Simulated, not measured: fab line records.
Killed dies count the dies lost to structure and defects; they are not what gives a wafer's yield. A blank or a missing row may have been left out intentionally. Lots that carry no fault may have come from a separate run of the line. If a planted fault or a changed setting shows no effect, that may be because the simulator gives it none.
fab line records	flow nand_harc
[record] lots = 13	wafers = 39	last_day = 34
route steps=1302 shown A_DECK1_JOINT@530 A_ONON_D2@552 END@1302
lots with no fault: from the same line, run without faults
start_h: the number of hours between the record's first day and the start of the first shown wafer of the lot	wait_h: time in hours since the lot's previous step	" the same as in the row above	L1.1+2: one row covering several wafers at once	- no value present, or no start provided	* or withheld: withheld	< > ~ a bound
route shown NAME@n: names a module that has steps shown in the file, with the first one's number in the route	usual: the fault-free wafers' mean and standard deviation	same: alike in all rows	chamber/n: place in a boat	sites: readings site by site	_std_site: the standard deviation of these	_edge_site: the outer-site mean with the inner-site mean subtracted	radius_mm: for every site, how far away it sits from the centre of the wafer	mask NAME#n: copy n	behind: the most recent tool/chamber to have shaped the wafer	hold: why the lot went on hold/how many hours it stayed there/how the hold came to an end	device: transistor that didn't switch, given as n, p or np	end of line: the route-end tests of the same wafers	for a step that has no rows: nothing shown but its recipe	killed: dies lost to structure and defects at the first sort, not the wafer's yield	map: dies across one wafer; x = killed, . = not, _ = none there
set.NAME: the setting the step ran with; set.NAME@STEP: the setting that earlier step ran with	model.NAME: the simulator's own value behind a step, which no gauge read
one table for each step of the route and one row for each wafer, over a sample of lots
services: when a tool's chamber went out of use (start_h, in hours from the record's first day, below 0 if earlier), for how many hours, and the reason
[[steps]]
[step NHARC_A_DECK1_JOINT_ETCHBACK_00]
[recipe] target_depth_a = 300	time_s = 17.4	hbr_flow_sccm = 150	rf_w = 350	icp_w = 350	bias_w = 60	chemistry = HBr
[usual] chamber_pressure_mTorr = 15.000/0.013	drypump_motor_current_A = 5.7/0.45	oes_product_au = 1.003/0.0082	throttle_valve_pct = 23.266/0.0098
lot.wafer	tool	chamber	start_h	wait_h	chamber_pressure_mTorr	drypump_motor_current_A	oes_product_au	rf_hours_counter_h	throttle_valve_pct
L279.4	rie_si-02	1	251.60	0.1	14.984	6.5	0.990	0.89	23.265
L279.3	"	2	"	"	15.005	6.0	1.007	0.84	23.267
L279.6	"	0	"	"	15.007	5.4	1.002	-	23.271
L278.2	rie_si-04	2	255.58	0.1	14.993	5.1	1.013	0.49	23.263
L278.5	"	3	"	"	14.983	6.0	1.003	-	23.263
L278.6	"	0	"	"	15.007	5.3	1.009	-	23.262
L280.3	rie_si-04	0	275.75	0.1	15.013	5.3	1.003	0.54	23.262
L280.4	"	3	"	"	14.998	6.0	1.002	0.67	23.277
L280.6	"	1	"	"	14.999	5.2	0.996	-	23.258
L284.3	rie_si-04	2	297.48	0.1	15.000	5.2	0.999	0.85	23.263
L284.5	"	3	"	"	15.004	6.0	1.007	-	23.252
L284.6	"	0	"	"	15.001	5.3	0.995	-	23.289
L286.1	rie_si-01	0	330.81	0.1	15.001	6.0	1.014	0.95	23.250
L286.4	"	1	"	"	14.974	6.4	1.006	0.75	23.262
L286.6	"	0	"	"	14.979	6.0	1.018	-	23.276
L287.1	rie_si-01	0	347.91	0.1	15.004	6.0	1.020	1.12	23.276
L287.5	"	1	"	"	15.010	6.4	1.005	-	23.260
L287.6	"	2	"	"	15.005	5.1	1.006	-	23.267
L290.4	rie_si-02	2	362.29	0.1	14.991	6.1	1.001	0.51	23.267
L290.3	"	3	"	"	15.013	5.9	1.001	0.46	23.262
L290.1	"	1	"	"	15.027	6.4	0.998	0.55	23.284
L291.2	rie_si-01	1	395.71	0.1	15.010	6.5	1.005	0.11	23.260
L291.4	"	2	"	"	15.006	5.1	0.992	0.15	23.271
L291.6	"	0	"	"	15.017	6.0	0.992	-	23.279
L292.1	rie_si-02	2	401.97	0.1	14.998	6.0	1.002	0.68	23.273
L292.2	"	1	"	"	14.986	6.4	0.996	0.72	23.268
L292.5	"	2	"	"	14.999	6.0	1.003	-	23.266
L296.2	rie_si-02	2	422.90	0.1	15.004	6.1	0.995	0.88	23.277
L296.1	"	3	"	"	15.020	5.9	1.005	0.80	23.269
L296.6	"	2	"	"	14.997	6.1	1.002	-	23.261
L299.2	rie_si-02	3	468.71	0.1	14.986	5.9	1.007	0.04	23.272
L299.3	"	2	"	"	15.011	6.0	1.000	0.08	23.251
L299.6	"	0	"	"	14.993	5.4	1.021	-	23.264
L300.3	rie_si-01	1	475.22	0.1	14.991	6.4	0.993	0.61	23.269
L300.4	"	2	"	"	14.985	5.1	1.013	0.63	23.264
L300.5	"	3	"	"	15.011	5.7	1.010	-	23.261
L301.4	rie_si-01	1	481.16	0.1	15.004	6.4	0.992	0.63	23.257
L301.3	"	2	"	"	14.998	5.1	1.002	0.65	23.274
L301.6	"	0	"	"	14.992	6.0	1.002	-	23.290
[step NHARC_A_DECK1_JOINT_CMP_02]
[recipe] material = SiOx
[usual] motor_current_A = 11.6/0.81
lot.wafer	tool	chamber	start_h	wait_h	motor_current_A
L279.3	cmp-04	1	276.10	0.4	10.4
L279.4	"	2	"	"	11.9
L279.6	"	1	"	"	11.1
L278.2	cmp-02	2	276.12	0.4	11.6
L278.6	"	1	"	"	13.0
L278.5	"	2	"	"	11.7
L280.4	cmp-04	3	297.98	0.4	11.7
L280.3	"	1	"	"	10.3
L280.6	"	2	"	"	12.3
L284.3	cmp-02	3	321.45	0.4	11.6
L284.5	"	2	"	"	11.1
L284.6	"	3	"	"	10.8
L286.4	cmp-01	3	355.55	0.4	11.6
L286.1	"	1	"	"	11.6
L286.6	"	3	"	"	11.7
L287.1	cmp-02	2	371.62	0.4	11.2
L287.5	"	1	"	"	12.7
L287.6	"	2	"	"	11.1
L290.1	cmp-01	0	393.09	0.4	10.2
L290.4	"	1	"	"	11.7
L290.3	"	2	"	"	11.1
L291.2	cmp-01	2	418.65	0.4	11.2
L291.4	"	3	"	"	12.2
L291.6	"	1	"	"	12.4
L292.2	cmp-01	3	424.11	0.4	12.4
L292.1	"	1	"	"	11.4
L292.5	"	2	"	"	10.9
L296.1	cmp-02	0	449.14	0.4	11.8
L296.2	"	1	"	"	12.3
L296.6	"	0	"	"	11.1
L299.2	cmp-04	3	495.23	0.4	11.4
L299.3	"	0	"	"	12.7
L299.6	"	1	"	"	10.4
L300.4	cmp-02	3	503.70	0.4	10.8
L300.3	"	1	"	"	11.9
L300.5	"	2	"	"	10.8
L301.4	cmp-04	3	507.78	0.4	11.6
L301.3	"	0	"	"	13.9
L301.6	"	0	"	"	12.7
[step NHARC_A_ONON_D2_THK_MEAS_11]
[recipe] thk_meas_gauge = ellipsometry
[usual] thk_nm = 998/11
lot.wafer	tool	chamber	start_h	wait_h	thk_nm
L279.3	film_metro-01	-	279.08	-	1014
L279.4	"	-	"	"	1013
L279.6	"	-	"	"	1014
L278.2	film_metro-02	-	279.08	-	992
L278.5	"	-	"	"	991
L278.6	"	-	"	"	993
L280.3	film_metro-01	-	300.93	-	985
L280.4	"	-	"	"	983
L280.6	"	-	"	"	983
L284.3	film_metro-01	-	324.41	-	988
L284.5	"	-	"	"	987
L284.6	"	-	"	"	985
L286.1	film_metro-01	-	358.53	-	1001
L286.4	"	-	"	"	1001
L286.6	"	-	"	"	1001
L287.1	film_metro-01	-	374.59	-	992
L287.5	"	-	"	"	992
L287.6	"	-	"	"	991
L290.1	film_metro-02	-	396.06	-	1000
L290.3	"	-	"	"	1000
L290.4	"	-	"	"	1001
L291.2	film_metro-02	-	421.60	-	984
L291.4	"	-	"	"	984
L291.6	"	-	"	"	983
L292.1	film_metro-02	-	427.04	-	1009
L292.2	"	-	"	"	1008
L292.5	"	-	"	"	1007
L296.1	film_metro-01	-	452.15	-	1000
L296.2	"	-	"	"	1000
L296.6	"	-	"	"	1001
L299.2	film_metro-02	-	498.19	-	1010
L299.3	"	-	"	"	1011
L299.6	"	-	"	"	1010
L300.3	film_metro-01	-	506.65	-	992
L300.4	"	-	"	"	991
L300.5	"	-	"	"	990
L301.3	film_metro-02	-	510.74	-	994
L301.4	"	-	"	"	994
L301.6	"	-	"	"	995
[step NHARC_A_ONON_D2_DEP_16]
[recipe] target_thk_a = 10000	n2_flow_sccm = 2750	n2o_flow_sccm = 2000	nh3_flow_sccm = 500	sih4_flow_sccm = 210	temp_c = 400
[usual] susceptor_temp_C = 399.98/0.21
lot.wafer	tool	chamber	start_h	wait_h	susceptor_temp_C
L278.2	pecvd_onon-03	0	286.57	0.4	399.91
L278.5	"	0	"	"	399.90
L278.6	"	0	"	"	399.59
L279.3	pecvd_onon-01	0	286.63	0.5	399.70
L279.4	"	0	"	"	399.66
L279.6	"	0	"	"	400.09
L280.3	pecvd_onon-01	0	311.27	0.5	399.92
L280.4	"	0	"	"	399.52
L280.6	"	0	"	"	399.81
L284.3	pecvd_onon-01	0	332.62	0.5	400.33
L284.5	"	0	"	"	399.94
L284.6	"	0	"	"	400.01
L286.1	pecvd_onon-01	0	366.31	0.4	400.04
L286.4	"	0	"	"	399.94
L286.6	"	0	"	"	399.97
L287.1	pecvd_onon-03	0	381.97	0.4	400.00
L287.5	"	0	"	"	400.06
L287.6	"	0	"	"	399.78
L290.1	pecvd_onon-01	0	403.50	0.4	399.96
L290.3	"	0	"	"	399.81
L290.4	"	0	"	"	399.75
L291.2	pecvd_onon-01	0	429.43	0.4	399.80
L291.4	"	0	"	"	400.08
L291.6	"	0	"	"	400.05
L292.1	pecvd_onon-01	0	434.85	0.4	399.95
L292.2	"	0	"	"	400.10
L292.5	"	0	"	"	400.17
L296.1	pecvd_onon-02	0	459.62	0.4	399.93
L296.2	"	0	"	"	399.83
L296.6	"	0	"	"	399.97
L299.2	pecvd_onon-01	0	506.01	0.4	400.04
L299.3	"	0	"	"	399.91
L299.6	"	0	"	"	400.27
L300.3	pecvd_onon-01	0	516.77	0.5	400.42
L300.4	"	0	"	"	400.40
L300.5	"	0	"	"	400.22
L301.3	pecvd_onon-02	0	516.77	0.5	400.08
L301.4	"	0	"	"	400.22
L301.6	"	0	"	"	400.31
[step NHARC_A_ONON_D2_THK_MEAS_18]
[recipe] thk_meas_gauge = ellipsometry
[usual] thk_nm = 996/7.6
lot.wafer	tool	chamber	start_h	wait_h	thk_nm
L279.3	film_metro-02	-	287.02	-	996
L279.4	"	-	"	"	997
L279.6	"	-	"	"	994
L278.2	film_metro-01	-	287.03	-	997
L278.5	"	-	"	"	998
L278.6	"	-	"	"	997
L280.3	film_metro-02	-	311.66	-	1000
L280.4	"	-	"	"	1002
L280.6	"	-	"	"	1001
L284.3	film_metro-02	-	333.02	-	975
L284.5	"	-	"	"	975
L284.6	"	-	"	"	976
L286.1	film_metro-01	-	366.82	-	1005
L286.4	"	-	"	"	1004
L286.6	"	-	"	"	1005
L287.1	film_metro-01	-	382.47	-	999
L287.5	"	-	"	"	999
L287.6	"	-	"	"	1000
L290.1	film_metro-02	-	404.01	-	998
L290.3	"	-	"	"	999
L290.4	"	-	"	"	998
L291.2	film_metro-01	-	429.88	-	1111
L291.4	"	-	"	"	1110
L291.6	"	-	"	"	1110
L292.1	film_metro-01	-	435.35	-	1106
L292.2	"	-	"	"	1109
L292.5	"	-	"	"	1107
L296.1	film_metro-01	-	460.13	-	992
L296.2	"	-	"	"	993
L296.6	"	-	"	"	992
L299.2	film_metro-02	-	506.46	-	997
L299.3	"	-	"	"	996
L299.6	"	-	"	"	998
L300.3	film_metro-02	-	517.17	-	1003
L300.4	"	-	"	"	1003
L300.5	"	-	"	"	1001
L301.3	film_metro-01	-	517.17	-	1004
L301.4	"	-	"	"	1003
L301.6	"	-	"	"	1004
[step NHARC_END_SORT_01]
[recipe] temp_c = 25
[usual] killed_at_array = 51/18	killed_at_other = 1.0/1.2	killed_at_periphery = 3.7/2.9	killed_dies = 55/19	killed_open = 3.5/1.9	killed_short = 2.6/1.6
[same] gross_dies = 677
lot.wafer	tool	chamber	start_h	wait_h	killed_at_array	killed_at_other	killed_at_periphery	killed_dies	killed_open	killed_short
L278.2	prober-02	0	570.49	2.8	19	1	1	21	3	2
L278.5	prober-02	0	572.86	3.7	19	1	0	20	5	1
L278.6	prober-02	0	573.64	3.9	12	1	3	16	2	1
L286.1	prober-01	0	629.92	2.5	60	0	1	61	3	4
L286.4	prober-01	0	632.29	3.4	62	0	4	66	5	6
L286.6	prober-01	0	633.87	4.0	73	0	1	74	5	3
L292.1	prober-02	0	708.95	2.5	665	2	10	677	1	5
L292.2	prober-02	0	709.74	2.8	662	1	14	677	5	3
L292.5	prober-02	0	712.14	3.7	670	0	7	677	1	3
L291.2	prober-01	0	717.35	2.8	669	3	5	677	4	4
L291.4	prober-01	0	719.00	3.5	667	2	8	677	2	0
L291.6	prober-01	0	720.64	4.1	664	0	13	677	5	4
L296.1	prober-01	0	747.57	2.5	54	1	6	61	5	1
L296.2	prober-01	0	748.37	2.8	58	4	5	67	6	3
L299.2	prober-01	0	783.42	2.8	39	1	5	45	7	4
L299.3	prober-01	0	784.21	3.1	27	1	3	31	6	1
L299.6	prober-01	0	786.58	3.9	62	3	1	66	4	3
// killed by level:class
L278.2 A_CHANNEL_HOLE_D2:chamber_film_flake=4 A_WL_FILL:chamber_film_flake=4 A_CHANNEL_HOLE_D1:chamber_film_flake=2 A_CONTACT:chamber_film_flake=2 P_CONTACT:geometric_particle:open=1 A_DECK1_JOINT:geometric_particle:short=1 A_CHANNEL_FILL_D2:geometric_particle:open=1 A_WL_FILL:geometric_particle:short=1
L278.5 A_STAIRCASE:chamber_film_flake=6 A_CHANNEL_FILL_D1:geometric_particle:open=2 A_CHANNEL_HOLE_D2:chamber_film_flake=2 A_CHANNEL_FILL_D2:chamber_film_flake=2 A_CONTACT:chamber_film_flake=2 A_ONON_D1:geometric_particle:open=1 A_ONON_D1:geometric_particle:short=1 A_ONON_D2:geometric_particle:open=1
L278.6 A_CONTACT:chamber_film_flake=3 A_CHANNEL_HOLE_D1:chamber_film_flake=2 A_CHANNEL_HOLE_D2:chamber_film_flake=2 P_CONTACT:geometric_particle:open=1 A_CHANNEL_FILL_D1:geometric_particle:short=1 A_WL_FILL:geometric_particle:open=1 P_STI:chamber_film_flake=1 P_GATE:chamber_film_flake=1
L286.1 A_CHANNEL_HOLE_D1:chamber_film_flake=29 A_CHANNEL_HOLE_D2:chamber_film_flake=17 A_WL_FILL:geometric_particle:short=2 A_SLIT:chamber_film_flake=2 A_STAIRCASE:chamber_film_flake=2 A_CONTACT:chamber_film_flake=2 P_CONTACT:geometric_particle:open=1 A_CHANNEL_HOLE_D1:geometric_particle:open=1
L286.4 A_CHANNEL_HOLE_D1:chamber_film_flake=25 A_CHANNEL_HOLE_D2:chamber_film_flake=23 A_DECK1_JOINT:geometric_particle:open=2 A_ONON_D2:geometric_particle:short=2 A_CHANNEL_FILL_D1:chamber_film_flake=2 A_STAIRCASE:chamber_film_flake=2 P_GATE:geometric_particle:short=1 P_CONTACT:geometric_particle:open=1
L286.6 A_CHANNEL_HOLE_D1:chamber_film_flake=32 A_CHANNEL_HOLE_D2:chamber_film_flake=21 A_WL_FILL:chamber_film_flake=7 A_CONTACT:chamber_film_flake=4 A_WL_FILL:geometric_particle:open=2 A_CHANNEL_FILL_D1:chamber_film_flake=2 P_M0:geometric_particle:short=1 A_DECK1_JOINT:geometric_particle:short=1
L292.1 A_ONON_D2:area_dep=619 A_SLIT:chamber_film_flake=14 A_CHANNEL_HOLE_D1:chamber_film_flake=12 P_BONDPAD:chamber_film_flake=4 A_CHANNEL_HOLE_D2:chamber_film_flake=4 A_STAIRCASE:chamber_film_flake=4 P_GATE:chamber_film_flake=2 P_CONTACT:chamber_film_flake=2
L292.2 A_ONON_D2:area_dep=601 A_SLIT:chamber_film_flake=29 A_CHANNEL_HOLE_D2:chamber_film_flake=11 P_BONDPAD:chamber_film_flake=7 A_STAIRCASE:chamber_film_flake=7 P_CONTACT:chamber_film_flake=4 A_CHANNEL_HOLE_D1:chamber_film_flake=4 A_M1:geometric_particle:open=3
L292.5 A_ONON_D2:area_dep=605 A_CHANNEL_HOLE_D2:chamber_film_flake=21 A_SLIT:chamber_film_flake=12 A_CHANNEL_HOLE_D1:chamber_film_flake=11 A_STAIRCASE:chamber_film_flake=10 P_BONDPAD:chamber_film_flake=4 P_GATE:chamber_film_flake=2 A_ZERO_WELL:chamber_film_flake=2
L291.2 A_ONON_D2:area_dep=604 A_CHANNEL_HOLE_D1:chamber_film_flake=39 A_CONTACT:chamber_film_flake=6 A_SLIT:chamber_film_flake=5 THIN_TSV:chamber_film_flake=3 A_ONON_D1:geometric_particle:short=2 A_ONON_D2:geometric_particle:open=2 P_GATE:chamber_film_flake=2
L291.4 A_ONON_D2:area_dep=622 A_CHANNEL_HOLE_D1:chamber_film_flake=28 P_GATE:chamber_film_flake=6 A_CONTACT:chamber_film_flake=6 A_STAIRCASE:chamber_film_flake=4 A_SLIT:chamber_film_flake=3 THIN_TSV:chamber_film_flake=2 P_M1:geometric_particle:open=1
L291.6 A_ONON_D2:area_dep=602 A_CHANNEL_HOLE_D1:chamber_film_flake=37 P_GATE:chamber_film_flake=8 A_CONTACT:chamber_film_flake=6 A_CHANNEL_FILL_D1:chamber_film_flake=4 A_SLIT:chamber_film_flake=4 A_CHANNEL_FILL_D1:geometric_particle:short=2 P_ZERO_WELL:chamber_film_flake=2
L296.1 A_CHANNEL_HOLE_D1:chamber_film_flake=38 A_CONTACT:chamber_film_flake=5 A_WL_FILL:chamber_film_flake=3 P_M1:chamber_film_flake=2 A_SLIT:chamber_film_flake=2 A_STAIRCASE:chamber_film_flake=2 P_GATE:geometric_particle:short=1 P_CONTACT:geometric_particle:open=1
L296.2 A_CHANNEL_HOLE_D1:chamber_film_flake=32 A_CONTACT:chamber_film_flake=7 P_M1:chamber_film_flake=4 A_SLIT:chamber_film_flake=4 A_WL_FILL:chamber_film_flake=4 HYBRID_BOND:chamber_film_flake=3 A_DECK1_JOINT:geometric_particle:open=2 A_ONON_D2:geometric_particle:open=2
L299.2 A_SLIT:chamber_film_flake=9 A_SGD_CUT:chamber_film_flake=8 A_CONTACT:chamber_film_flake=6 A_CHANNEL_HOLE_D1:chamber_film_flake=4 P_GATE:geometric_particle:open=2 P_ZERO_WELL:chamber_film_flake=2 P_CONTACT:geometric_particle:open=1 A_CHANNEL_FILL_D1:geometric_particle:open=1
L299.3 A_SLIT:chamber_film_flake=10 A_SGD_CUT:chamber_film_flake=4 A_CHANNEL_HOLE_D1:chamber_film_flake=3 A_CONTACT:chamber_film_flake=3 A_STAIRCASE:chamber_film_flake=2 P_GATE:geometric_particle:open=1 P_CONTACT:geometric_particle:open=1 P_M0:geometric_particle:open=1
L299.6 A_SLIT:chamber_film_flake=28 A_CHANNEL_HOLE_D1:chamber_film_flake=15 A_SGD_CUT:chamber_film_flake=3 A_CONTACT:chamber_film_flake=3 THIN_TSV:chamber_film_flake=3 A_CHANNEL_FILL_D2:geometric_particle:open=2 A_ZERO_WELL:chamber_film_flake=2 A_STAIRCASE:chamber_film_flake=2
[[services]]
tool	chamber	start_h	hours	kind
cmp-02	-	232.78	4.0	pm
rie_si-01	1	245.88	1.6	repair
rie_si-01	-	264.66	0.4	repair
pecvd_onon-01	-	269.33	13.0	pm
rie_si-01	-	274.29	1.1	repair
rie_si-02	-	277.00	9.0	pm
cmp-01	-	283.50	4.0	pm
cmp-02	-	289.66	0.4	repair
cmp-04	-	307.00	4.0	pm
cmp-04	-	316.90	0.3	repair
cmp-01	-	320.85	12.5	repair
cmp-02	-	330.78	4.0	pm
rie_si-01	-	370.00	9.0	pm
cmp-01	-	381.50	4.0	pm
rie_si-02	0	395.06	16.7	repair
cmp-04	-	405.00	4.0	pm
rie_si-02	1	408.84	15.3	repair
cmp-02	-	428.78	4.0	pm
pecvd_onon-01	-	450.33	13.0	pm
rie_si-02	-	454.00	9.0	pm
cmp-01	-	479.50	4.0	pm
rie_si-02	2	489.51	23.0	repair
cmp-02	-	505.93	0.2	repair
rie_si-01	2	507.18	11.4	repair
[[key]]
[first_sign] step = NHARC_A_ONON_D2_THK_MEAS_18	reading = thk_nm	direction = up	sigmas = 15	usual = 996	struck = 1109
[effect] step = NHARC_END_SORT_01	reading = killed_at_array	direction = up	sigmas = 34	usual = 51	struck = 666
[more_kills_born_at] NHARC_A_ONON_D2_DEP_16@pecvd_onon-01 = 3653
met_at NHARC_A_ONON_D2_DEP_16
struck_lots L291,L292
later_rows_left_out L291.2,L291.4,L291.6,L292.1,L292.2,L292.5
tester_left_out L291,L292
not_acting_at NHARC_A_DECK1_JOINT_ETCHBACK_00,NHARC_A_DECK1_JOINT_CMP_02,NHARC_A_ONON_D2_THK_MEAS_11
onset_between 403.50 429.43
[fault] kind = process_parameter_drift	tool = pecvd_onon-01	chamber = -	onset_h = 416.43	steps = NHARC_A_ONON_D2_DEP_16	channel = target_thk_a	offset = *	shape = step	end_h = 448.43	acts_in = *	stated = *
// tester_left_out: of these lots the tester's yield and bins aren't shown, on N5 and GAA mostly nor the transistor test; their killed dies are dies lost to structure and defects alone, not to doping, threshold or leakage, so they don't give the yield
// later_rows_left_out: the simulator's readings of these wafers behind a module that went badly wrong aren't trusted and aren't shown, but for the sort
